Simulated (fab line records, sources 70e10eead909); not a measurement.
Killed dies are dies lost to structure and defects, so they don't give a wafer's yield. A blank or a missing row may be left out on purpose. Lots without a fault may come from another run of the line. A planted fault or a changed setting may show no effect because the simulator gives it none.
fab line records | flow nand_harc
record lots=6 wafers=18 last_day=32
route steps=1302 shown A_M0@1156 A_M1@1169 END@1302
lots that met no fault: from a run of the same line without faults
start_h: hours from the record's first day to the start of the lot's first wafer shown | wait_h: hours since the lot's step before | " the same as in the row above | L1.1+2: a row that stands for several wafers | - no value, or no start given | * or withheld: withheld | < > ~ a bound
route shown NAME@n: a module of which the file shows steps, and the number in the route of the first | usual: mean/standard deviation of fault-free wafers | same: alike in all rows | chamber/n: place in a boat | sites: the reading at each site | _std_site: their standard deviation | _edge_site: outer sites' mean less inner sites' | radius_mm: how far each site lies from the wafer's centre | mask NAME#n: copy n | behind: the tool/chamber that last shaped the wafer | hold: why the lot was held/for how many hours/how that ended | device: the transistor (n, p or np) that didn't switch | end of line: the same wafers' tests at the end of the route | a step without rows: its recipe alone | killed: dies lost to structure and defects at the first sort, not the wafer's yield | map: a wafer's dies, x killed, . not, _ none there
set.NAME: the setting as run; set.NAME@STEP: as run at that earlier step | model.NAME: the simulator's own value behind a step, which no gauge read
lots at some steps of the route; a table a step, a row a wafer
services: from which hour (start_h, from the record's first day; less than 0 if before it) a tool's chamber was out of use, for how many hours, and why
## steps
# step NHARC_A_M0_DEGAS_28
# recipe temp_c=250 time_s=60
# step NHARC_A_M0_PRE_CLEAN_29
# recipe time_s=30 temp_c=280 gas=H2/He
# usual heater_power_w=408/41
# columns lot.wafer tool chamber start_h wait_h heater_power_w
L118.4 pvd_sputter-01 - - - 477
L118.1 " - " " 320
L118.5 " - " " 314
L120.3 pvd_sputter-03 - - - 398
L120.2 " - " " 460
L120.4 " - " " 370
L121.4 pvd_sputter-02 - - - 432
L121.3 " - " " 422
L121.2 " - " " 409
L123.1 pvd_sputter-02 - - - 401
L123.4 " - " " 374
L123.5 " - " " 376
L136.2 pvd_sputter-01 - - - 461
L136.6 " - " " 384
L136.5 " - " " 433
L138.2 pvd_sputter-03 - - - 398
L138.3 " - " " 486
L138.6 " - " " 364
# step NHARC_A_M0_PVD_20
# recipe target_thk_a=50 bias_v=168.6 power_w=15000 chamber_pressure_pa=0.12 time_s=8.06 substrate_temp_c=50 material=TaN
# usual bias_v=168.5/1.6 throttle_valve_pct=30.8/1.3
# columns lot.wafer tool chamber start_h wait_h bias_v throttle_valve_pct
L118.1 pvd_sputter-01 - - - 170.4 30.7
L118.4 " - " " 168.3 30.7
L118.5 " - " " 168.1 31.1
L120.3 pvd_sputter-03 - - - 168.0 29.3
L120.2 " - " " 170.2 31.2
L120.4 " - " " 170.7 30.0
L121.3 pvd_sputter-02 - - - 169.5 33.0
L121.2 " - " " 168.5 31.2
L121.4 " - " " 168.0 28.9
L123.1 pvd_sputter-02 - - - 170.9 31.4
L123.4 " - " " 166.7 30.9
L123.5 " - " " 168.6 28.9
L136.2 pvd_sputter-01 - - - 166.2 30.2
L136.6 " - " " 166.8 31.7
L136.5 " - " " 166.4 30.0
L138.3 pvd_sputter-03 - - - 171.0 30.6
L138.2 " - " " 167.2 29.6
L138.6 " - " " 172.7 28.1
# step NHARC_A_M0_PVD_21
# recipe target_thk_a=300 chamber_pressure_pa=5 power_w=5000 substrate_temp_c=30 time_s=20.49 material=Cu
# step NHARC_A_M0_ECD_22
# recipe target_thk_a=4000 bath_temp_c=25 material=Cu
# step NHARC_A_M0_ANNEAL_30
# recipe temp_c=225 time_s=90
# usual wafer_temp_C_max=226.4/0.45
# columns lot.wafer tool chamber start_h wait_h wafer_temp_C_max
L118.1 rtp_anneal-02 0 526.85 0.4 227.2
L118.4 " 0 " " 226.7
L118.5 " 0 " " 226.2
L120.2 rtp_anneal-02 0 538.45 0.4 226.9
L120.3 " 0 " " 226.8
L120.4 " 0 " " 227.1
L121.2 rtp_anneal-02 0 553.83 - 227.0
L121.3 " 0 " " 226.4
L121.4 " 0 " " 226.8
L123.1 rtp_anneal-02 0 559.33 0.6 226.4
L123.4 " 0 " " 226.6
L123.5 " 0 " " 226.8
L136.2 rtp_anneal-01 0 710.86 - 225.9
L136.5 " 0 " " 225.9
L136.6 " 0 " " 226.1
L138.2 rtp_anneal-02 0 717.30 0.4 226.7
L138.3 " 0 " " 226.4
L138.6 " 0 " " 226.6
# step NHARC_A_M0_CMP_23
# recipe t_overpolish_s=20 target_thk_nm=113.75
# usual motor_current_A=11.6/0.84 time_to_endpoint_s=27.5/2.7
# columns lot.wafer tool chamber start_h wait_h motor_current_A time_to_endpoint_s
L118.1 cmp-03 1 527.22 - 10.8 29.6
L118.4 " 2 " " 11.3 27.0
L118.5 " 0 " " 10.6 27.5
L120.3 cmp-03 0 538.78 - 11.1 25.4
L120.4 " 1 " " 11.3 30.8
L120.2 " 2 " " 11.9 25.7
L121.3 cmp-03 2 554.12 - 11.8 29.0
L121.2 " 3 " " 11.5 29.5
L121.4 " 1 " " 11.2 33.0
L123.4 cmp-02 1 559.67 - 11.4 26.4
L123.1 " 0 " " 13.2 28.4
L123.5 " 1 " " 11.8 27.0
L136.2 cmp-01 1 711.18 - 12.5 32.3
L136.6 " 0 " " 12.0 30.6
L136.5 " 1 " " 12.1 28.8
L138.2 cmp-01 2 717.59 - 10.6 28.6
L138.3 " 3 " " 11.5 26.8
L138.6 " 2 " " 10.9 29.6
# step NHARC_A_M0_THK_MEAS_24
# recipe thk_meas_gauge=xrf
# usual thk_nm=113.4/1.5
# columns lot.wafer tool chamber start_h wait_h thk_nm
L118.1 film_metro-02 - 527.51 - 114.8
L118.4 " - " " 112.5
L118.5 " - " " 113.2
L120.2 film_metro-02 - 539.06 - 113.0
L120.3 " - " " 113.9
L120.4 " - " " 112.8
L121.2 film_metro-01 - 554.44 - 116.8
L121.3 " - " " 114.5
L121.4 " - " " 115.7
L123.1 film_metro-01 - 559.98 - 111.8
L123.4 " - " " 112.8
L123.5 " - " " 111.8
L136.2 film_metro-01 - 711.47 - 113.7
L136.5 " - " " 115.2
L136.6 " - " " 111.8
L138.2 film_metro-02 - 717.91 - 111.3
L138.3 " - " " 113.3
L138.6 " - " " 113.9
# step NHARC_A_M0_SRD_25
# step NHARC_A_M0_INSPECT_27
# usual raw_defect_count=491/99
# columns lot.wafer tool chamber start_h wait_h raw_defect_count
L118.1 defect_inspect-02 - 527.66 0.0 491
L118.4 " - " " 420
L118.5 " - " " 511
L120.2 defect_inspect-01 - 539.22 0.0 694
L120.3 " - " " 601
L120.4 " - " " 462
L121.2 defect_inspect-01 - 554.60 0.0 345
L121.3 " - " " 553
L121.4 " - " " 491
L123.1 defect_inspect-02 - 560.14 0.0 569
L123.4 " - " " 519
L123.5 " - " " 446
L136.2 defect_inspect-01 - 711.63 0.0 470
L136.5 " - " " 356
L136.6 " - " " 426
L138.2 defect_inspect-01 - 718.06 0.0 557
L138.3 " - " " 487
L138.6 " - " " 517
# step NHARC_A_M0_PRE_CLEAN_31
# recipe time_s=12 temp_c=370 rf_power_w=300 gas=NH3
# usual heater_power_w=622/79
# columns lot.wafer tool chamber start_h wait_h heater_power_w
L118.1 pecvd-03 2 527.84 0.2 695
L118.4 " 2 " " 699
L118.5 " 2 " " 698
L120.2 pecvd-01 0 539.29 0.1 649
L120.3 " 1 " " 646
L120.4 " 1 " " 641
L121.3 pecvd-01 1 554.67 0.1 595
L121.2 " 2 " " 615
L121.4 " 0 " " 634
L123.1 pecvd-01 1 560.21 0.1 669
L123.4 " 1 " " 663
L123.5 " 0 " " 682
L136.2 pecvd-02 2 711.71 0.1 520
L136.5 " 2 " " 523
L136.6 " 0 " " 641
L138.2 pecvd-03 0 718.14 0.1 714
L138.3 " 1 " " 484
L138.6 " 2 " " 700
# step NHARC_A_M0_DEP_32
# recipe target_thk_a=300 temp_c=370 target_thk_nm=30 pressure_torr=3 flow_sccm=200 rf_w=450 material=SiCN
# usual heater_power_w=572/78
# columns lot.wafer tool chamber start_h wait_h heater_power_w
L118.1 pecvd-03 2 527.96 0.1 580
L118.4 " 2 " " 580
L118.5 " 2 " " 592
L120.2 pecvd-01 0 539.37 0.1 593
L120.3 " 1 " " 613
L120.4 " 1 " " 620
L121.3 pecvd-01 1 554.74 0.1 585
L121.2 " 2 " " 561
L121.4 " 0 " " 577
L123.1 pecvd-01 1 560.29 0.1 609
L123.4 " 1 " " 599
L123.5 " 0 " " 598
L136.2 pecvd-02 2 711.81 0.1 465
L136.5 " 2 " " 474
L136.6 " 0 " " 522
L138.2 pecvd-03 0 718.25 0.1 557
L138.3 " 1 " " 462
L138.6 " 2 " " 590
# step NHARC_A_M1_DEP_00
# recipe target_thk_a=1825 target_thk_nm=182.5 temp_c=withheld pressure_torr=5 flow_sccm=200 rf_w=600 material=SiOC
# step NHARC_A_M1_DEHYDRATE_01
# recipe temp_c=150 time_s=120
# step NHARC_A_M1_HMDS_02
# recipe time_s=30
# step NHARC_A_M1_COAT_34
# recipe temp_c=200 time_s=65
# step NHARC_A_M1_COAT_03
# recipe spin_rpm=1500 resist_thk_nm=90
# step NHARC_A_M1_SOFTBAKE_04
# recipe temp_c=105 time_s=55
# step NHARC_A_M1_EBR_05
# step NHARC_A_M1_EXPOSE_06
# recipe na=1.35 target_cd_nm=120 dose_mj=75.13 mask_id=A_M1
# step NHARC_A_M1_PEB_07
# recipe peb_temp_c=100 peb_time_s=65
# step NHARC_A_M1_DEVELOP_08
# recipe develop_time_s=35 dev_temp_c=23
# step NHARC_A_M1_CD_MEAS_09
# recipe target_cd_nm=120 landing_energy_ev=500
# usual cd_nm=120.2/0.6
# same landing_energy_ev=500
# columns lot.wafer tool chamber start_h wait_h cd_nm
L118.1 cd_sem-02 0 529.34 - 120.3
L118.4 " 0 " " 121.3
L118.5 " 0 " " 120.2
L120.2 cd_sem-02 0 540.49 - 120.0
L120.3 " 0 " " 120.6
L120.4 " 0 " " 120.9
L121.2 cd_sem-02 0 555.99 - 121.7
L121.3 " 0 " " 121.3
L121.4 " 0 " " 120.4
L123.1 cd_sem-01 0 561.52 - 120.5
L123.4 " 0 " " 120.8
L123.5 " 0 " " 120.6
L136.2 cd_sem-02 0 713.02 - 119.6
L136.5 " 0 " " 119.4
L136.6 " 0 " " 120.6
L138.2 cd_sem-02 0 719.46 - 119.8
L138.3 " 0 " " 120.9
L138.6 " 0 " " 120.7
# step NHARC_A_M1_OVL_MEAS_10
# recipe pitch_nm=240
# usual overlay_x_nm=0.2/0.98 overlay_y_nm=0.0/0.87
# columns lot.wafer tool chamber start_h wait_h overlay_x_nm overlay_y_nm
L118.1 overlay-02 - 529.43 - 0.4 0.5
L118.4 " - " " -0.1 0.5
L118.5 " - " " 0.3 0.6
L120.2 overlay-01 - 540.58 - -0.3 1.5
L120.3 " - " " 0.1 1.0
L120.4 " - " " -0.2 1.6
L121.2 overlay-01 - 556.08 - -0.6 -1.6
L121.3 " - " " -0.1 -1.4
L121.4 " - " " 0.9 -1.4
L123.1 overlay-01 - 561.61 - 0.5 0.9
L123.4 " - " " 0.6 0.9
L123.5 " - " " 0.7 0.6
L136.2 overlay-02 - 713.12 - -1.0 2.0
L136.5 " - " " -0.8 1.1
L136.6 " - " " -1.3 1.4
L138.2 overlay-01 - 719.56 - -0.1 -0.6
L138.3 " - " " -0.6 -1.2
L138.6 " - " " -0.5 -1.5
# step NHARC_A_M1_INSPECT_11
# usual raw_defect_count=91/39
# columns lot.wafer tool chamber start_h wait_h raw_defect_count
L118.1 defect_inspect-01 - 529.46 0.0 62
L118.4 " - " " 61
L118.5 " - " " 54
L120.2 defect_inspect-02 - 540.61 0.0 90
L120.3 " - " " 110
L120.4 " - " " 105
L121.2 defect_inspect-02 - 556.11 0.0 52
L121.3 " - " " 396
L121.4 " - " " 64
L123.1 defect_inspect-01 - 561.65 0.0 462
L123.4 " - " " 512
L123.5 " - " " 131
L136.2 defect_inspect-02 - 713.16 0.0 87
L136.5 " - " " 94
L136.6 " - " " 102
L138.2 defect_inspect-02 - 719.60 0.0 93
L138.3 " - " " 71
L138.6 " - " " 97
# step NHARC_A_M1_DESCUM_14
# recipe time_s=3 o2_flow_sccm=200 ar_flow_sccm=0 bias_power_w=0 chemistry=O2
# step NHARC_END_SORT_01
# recipe temp_c=25
# usual defect_limited_yield=90/3.1 killed_at_array=61/20 killed_at_other=0.9/1.1 killed_at_periphery=3.7/2.5 killed_dies=65/21 killed_open=3.3/1.8 killed_short=2.3/1.5
# same gross_dies=677
# columns lot.wafer tool chamber start_h wait_h defect_limited_yield[%] killed_at_array killed_at_other killed_at_periphery killed_dies killed_open killed_short
L118.1 prober-02 0 564.48 2.5 92 48 2 1 51 4 2
L118.4 prober-02 0 566.90 3.4 93 47 1 0 48 2 4
L118.5 prober-02 0 567.70 3.7 94 41 0 0 41 2 1
L121.3 prober-01 0 592.99 3.1 86 88 1 7 96 4 2
L123.1 prober-02 0 597.41 2.5 82 114 2 3 119 2 2
L123.4 prober-02 0 599.84 3.4 80 130 4 3 137 3 2
L123.5 prober-02 0 600.65 3.7 84 98 3 6 107 3 0
L138.2 prober-01 0 762.30 2.8 92 51 1 2 54 4 1
L138.3 prober-01 0 763.10 3.1 92 49 1 2 52 7 0
L138.6 prober-01 0 765.51 4.0 91 62 0 1 63 3 3
# killed by level:class
L118.1 A_CHANNEL_HOLE_D2:chamber_film_flake=36 A_CHANNEL_HOLE_D1:chamber_film_flake=2 A_CONTACT:unspecified=2 P_CONTACT:geometric_particle:open=1 A_ONON_D1:geometric_particle:open=1 A_SGD_CUT:geometric_particle:short=1 A_CONTACT:geometric_particle:open=1 A_M0:geometric_particle:open=1
L118.4 A_CHANNEL_HOLE_D2:chamber_film_flake=33 A_CHANNEL_HOLE_D1:chamber_film_flake=3 A_CHANNEL_FILL_D2:geometric_particle:short=2 A_CONTACT:chamber_film_flake=2 A_ONON_D1:geometric_particle:open=1 A_ONON_D1:geometric_particle:short=1 A_CHANNEL_FILL_D2:geometric_particle:open=1 A_SGD_CUT:geometric_particle:short=1
L118.5 A_CHANNEL_HOLE_D2:chamber_film_flake=32 A_CONTACT:chamber_film_flake=2 A_DECK1_JOINT:geometric_particle:short=1 A_ONON_D2:geometric_particle:open=1 A_M1:geometric_particle:open=1 A_ZERO_WELL:chamber_film_flake=1 A_CHANNEL_FILL_D1:chamber_film_flake=1 A_STAIRCASE:chamber_film_flake=1
L121.3 A_M0:unspecified=42 A_SLIT:chamber_film_flake=25 A_CHANNEL_HOLE_D2:chamber_film_flake=9 P_ZERO_WELL:chamber_film_flake=2 P_STI:chamber_film_flake=2 P_M0:chamber_film_flake=2 A_ZERO_WELL:chamber_film_flake=2 A_CHANNEL_HOLE_D1:chamber_film_flake=2
L123.1 A_M0:unspecified=39 A_CHANNEL_HOLE_D1:chamber_film_flake=24 A_SLIT:chamber_film_flake=23 A_CHANNEL_HOLE_D2:chamber_film_flake=21 P_M2:chamber_film_flake=2 THIN_TSV:chamber_film_flake=2 A_CHANNEL_HOLE_D1:geometric_particle:open=1 A_CHANNEL_FILL_D2:geometric_particle:short=1
L123.4 A_M0:unspecified=45 A_SLIT:chamber_film_flake=26 A_CHANNEL_HOLE_D2:chamber_film_flake=25 A_CHANNEL_HOLE_D1:chamber_film_flake=24 A_STAIRCASE:chamber_film_flake=4 THIN_TSV:chamber_film_flake=3 A_ONON_D2:geometric_particle:short=2 P_M2:chamber_film_flake=2
L123.5 A_CHANNEL_HOLE_D2:chamber_film_flake=35 A_CHANNEL_HOLE_D1:chamber_film_flake=29 A_SLIT:chamber_film_flake=23 P_M2:chamber_film_flake=4 A_STAIRCASE:chamber_film_flake=3 A_M0:chamber_film_flake=3 THIN_TSV:chamber_film_flake=3 A_ONON_D1:geometric_particle:open=2
L138.2 A_SLIT:chamber_film_flake=25 A_CHANNEL_HOLE_D1:chamber_film_flake=9 A_CONTACT:chamber_film_flake=5 A_WL_FILL:chamber_film_flake=3 A_STAIRCASE:chamber_film_flake=2 P_M0:geometric_particle:short=1 A_SOURCE_PLATE:geometric_particle:open=1 A_CHANNEL_HOLE_D2:geometric_particle:open=1
L138.3 A_SLIT:chamber_film_flake=22 A_CHANNEL_HOLE_D1:chamber_film_flake=10 A_M1:chamber_film_flake=5 A_CONTACT:chamber_film_flake=4 P_GATE:geometric_particle:open=1 P_M0:geometric_particle:open=1 A_CHANNEL_FILL_D1:geometric_particle:open=1 A_DECK1_JOINT:geometric_particle:open=1
L138.6 A_SLIT:chamber_film_flake=29 A_CHANNEL_HOLE_D1:chamber_film_flake=18 A_CONTACT:chamber_film_flake=4 A_CHANNEL_FILL_D1:geometric_particle:short=2 A_STAIRCASE:chamber_film_flake=2 A_M1:chamber_film_flake=2 A_CHANNEL_FILL_D1:geometric_particle:open=1 A_DECK1_JOINT:geometric_particle:short=1
## services
# columns tool chamber start_h hours kind
pvd_sputter-01 - 519.07 3.4 repair
pecvd-03 1 522.13 34.3 repair
cmp-03 - 523.59 1.1 repair
pvd_sputter-03 - 526.44 10.0 pm
cmp-01 - 533.89 2.3 repair
pecvd-02 - 542.52 1.7 repair
pecvd-03 2 542.73 4.7 repair
pecvd-03 - 547.40 13.0 pm
cmp-03 - 558.98 4.0 pm
cmp-01 - 577.50 4.0 pm
pvd_sputter-01 - 582.07 10.0 pm
pecvd-02 - 589.10 13.0 pm
pvd_sputter-03 - 603.94 1.4 repair
pecvd-03 0 607.51 3.7 repair
cmp-01 - 614.27 1.3 repair
pvd_sputter-02 - 638.04 10.0 pm
pecvd-03 0 653.22 24.7 repair
cmp-03 - 656.98 4.0 pm
cmp-03 - 668.08 1.0 repair
pecvd-01 - 673.50 13.0 pm
cmp-01 - 675.50 4.0 pm
cmp-03 - 693.88 1.5 repair
pvd_sputter-03 - 704.44 10.0 pm
cmp-03 - 707.60 0.4 repair
## key
first_sign step=NHARC_A_M1_INSPECT_11 reading=raw_defect_count direction=up sigmas=9.3 usual=91 struck=457
effect step=NHARC_END_SORT_01 reading=killed_dies direction=up sigmas=2.5 usual=65 struck=117 wafers_moved=2
more_kills_born_at NHARC_A_M0_DEP_32@pecvd-01=126
met_at NHARC_A_M0_DEP_32
struck_wafers L121.3,L123.1,L123.4
onset_between 539.37 554.74
fault kind=chamber_particle_source tool=pecvd-01 chamber=1 onset_h=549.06 steps=NHARC_A_M0_DEP_32 rate_per_visit_cm2=0.50095 end_h=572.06
